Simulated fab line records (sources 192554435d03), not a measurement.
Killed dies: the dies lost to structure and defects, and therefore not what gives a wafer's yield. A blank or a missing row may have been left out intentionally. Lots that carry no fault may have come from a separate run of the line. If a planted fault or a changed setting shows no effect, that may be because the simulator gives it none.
Chamber matching | flow n5Finfet | N5_HKMG_FIN_ETCH_32 on rieDiel-04 has 4 sister chambers
The step etches SOC in N2/H2, target depth 240 nm, time 300 s. 4 wafers are shown with their chamber, then 9 later ones without.

## WAFERS, EACH WITH ITS CHAMBER
wafer  | chamber | throttleValvePct (%)
L088.1 | 0       | 17.85
L088.2 | 3       | 17.92
L088.5 | 2       | 18.09
L088.6 | 1       | 17.58

## WAFERS MISSING THEIR CHAMBER
wafer  | throttleValvePct (%)
L089.2 | 17.59
L089.3 | 17.87
L089.6 | 18.12
L090.1 | 17.60
L090.2 | 17.86
L090.3 | 17.93
L097.2 | 18.16
L097.3 | 17.94
L097.6 | 18.13

## EACH ONE'S CHAMBER
wafer  | from the rows above     | in truth
L089.2 | 1                       | 1
L089.3 | can't be placed: 0 or 3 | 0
L089.6 | 2                       | 2
L090.1 | 1                       | 1
L090.2 | can't be placed: 0 or 3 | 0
L090.3 | 3                       | 3
L097.2 | 2                       | 2
L097.3 | 3                       | 3
L097.6 | 2                       | 2
Placed correctly: 7 of 9. Can't be placed from these rows: 2 (the true chamber is among the candidates in 2). 0 placed wrongly.
How it was worked out, from the rows above alone: a wafer's distance from a chamber is the root of the sum, over the readings, of the square of ((its reading less the chamber's mean) divided by the reading's scatter). The wafer belongs to the nearest chamber; if the next one is less than 2 further off, it can't be placed. The mean given for a chamber averages the wafers shown for that chamber. The scatter: root of mean squared gap, hidden wafer to nearest shown wafer, with one shown wafer a chamber.
